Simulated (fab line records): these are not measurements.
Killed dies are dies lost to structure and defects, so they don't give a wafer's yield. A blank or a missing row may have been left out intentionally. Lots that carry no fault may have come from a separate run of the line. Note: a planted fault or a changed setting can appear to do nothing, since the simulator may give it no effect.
Split-lot study -- flow n5-finfet -- on a route of 1938 steps: 7 lots, 21 wafers read

SPLIT DETAILS
At N5_WELL_APT_EXPOSE_05 (exposes mask NWELL, defocus 0 nm, target cd 200 nm), the setting dose-mj was moved away from the recipe's 20.3 on 8 of the 21 wafers read, by -5.1% to +4.2%. For the rest of the wafers, this setting stayed at what the recipe calls for.

FROM THE SPLIT TO THE READING: what the file shows between them, 3 steps
- N5_WELL_APT_PEB_06: peb time 90 s
- N5_WELL_APT_DEVELOP_07: develop time 45 s
- N5_WELL_APT_HARDBAKE_12: time 120 s

THE READING
Shown in nm: cd-nm at N5_WELL_APT_CD_MEAS_08, with target cd 200 nm. Fault-free wafers of this fab line usually give 199.9 nm, standard deviation 1.2 nm.

wafer,"tool, chamber at the split",dose-mj as run,against the recipe,"cd-nm, nm",against lot-mates on the recipe
L076.1,"krf-scanner-02, 0",20.3,recipe,200.9,-
L076.5,"krf-scanner-02, 0",20.3,recipe,201.3,-
L076.6,"krf-scanner-02, 0",20.3,recipe,204.1,-
L080.4,"krf-scanner-02, 0",20.3,recipe,201.6,-
L080.5,"krf-scanner-02, 0",20.3,recipe,201.4,-
L080.6,"krf-scanner-02, 0",20.3,recipe,200.9,-
L082.3,"krf-scanner-02, 0",19.3,-4.9%,192.2,-8.6
L082.4,"krf-scanner-02, 0",20.3,recipe,200.8,-
L082.6,"krf-scanner-02, 0",19.3,-4.9%,191.5,-9.3
L083.3,"krf-scanner-01, 0",21.16,+4.2%,208.4,no lot-mate on the recipe
L083.4,"krf-scanner-01, 0",21.16,+4.2%,206.4,no lot-mate on the recipe
L083.5,"krf-scanner-01, 0",21.16,+4.2%,207.0,no lot-mate on the recipe
L084.1,"krf-scanner-01, 0",20.3,recipe,199.3,-
L084.3,"krf-scanner-01, 0",20.3,recipe,199.2,-
L084.6,"krf-scanner-01, 0",19.27,-5.1%,190.4,-8.8
L085.1,"krf-scanner-02, 0",20.3,recipe,199.7,-
L085.3,"krf-scanner-02, 0",20.3,recipe,200.8,-
L085.6,"krf-scanner-02, 0",20.3,recipe,200.5,-
L096.3,"krf-scanner-02, 0",20.3,recipe,199.6,-
L096.5,"krf-scanner-02, 0",19.9,-2.0%,195.0,-4.6
L096.6,"krf-scanner-02, 0",19.9,-2.0%,196.9,-2.7

FIT RESULTS
A straight line over all 21 wafers: cd-nm changes by +1.77 nm for each +1% of dose-mj; r = +0.97; the points scatter about the line by 1.3 nm.
The same after taking each lot's own level away (the mean of its wafers on the recipe; 18 wafers): +1.8 nm for each +1%; r = +0.98; scatter 0.76 nm.
On that fit, the largest move of dose-mj shifts the reading by 9.1 nm.
Measured against the standard deviation above, the lots' own levels, which go from 199.25 to 202.10 nm, span 2.4 times it.
The two slopes agree, so the slope changes little with the lot-to-lot level.
Check: -9.24 nm against its lot-mates is what the line predicts for one of the wafers moved furthest among these (-5.1%) when that wafer is left out of the fit. It came out at -8.85 nm against them.

THE OTHER SPLITS THESE WAFERS WENT THROUGH
Note: prior to the reading, these wafers also went through further splits. Each is held against what the fit with the lots' levels taken away leaves over:
other split on the same wafers,wafers away from the commonest value,r with cd-nm (lot level and that fit taken away)
N5_ZERO_LAYER_EXPOSE_08 dose-mj,9,+0.13
N5_ZERO_LAYER_ETCH_18 bias-w,4,-0.62
N5_WELL_APT_COAT_02 spin-rpm,7,+0.42

THE WHOLE CHAIN: every reading that the file lists as answering this split, in the file's order
step,what it does,reading,change (the file's fit),r (the file's)
N5_WELL_APT_CD_MEAS_08,target cd 200 nm,cd-nm,+1.78 nm for each +1% of the setting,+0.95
N5_WELL_APT_DESCUM_13,"chemistry O2, time 7.9 s","WELL_APT.cd-nm (the simulator's own value, which no gauge read)",+1.79 nm for each +1% of the setting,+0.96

FILE'S OWN FIT
cd-nm changes by +1.78 nm for each +1% of dose-mj, r = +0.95.
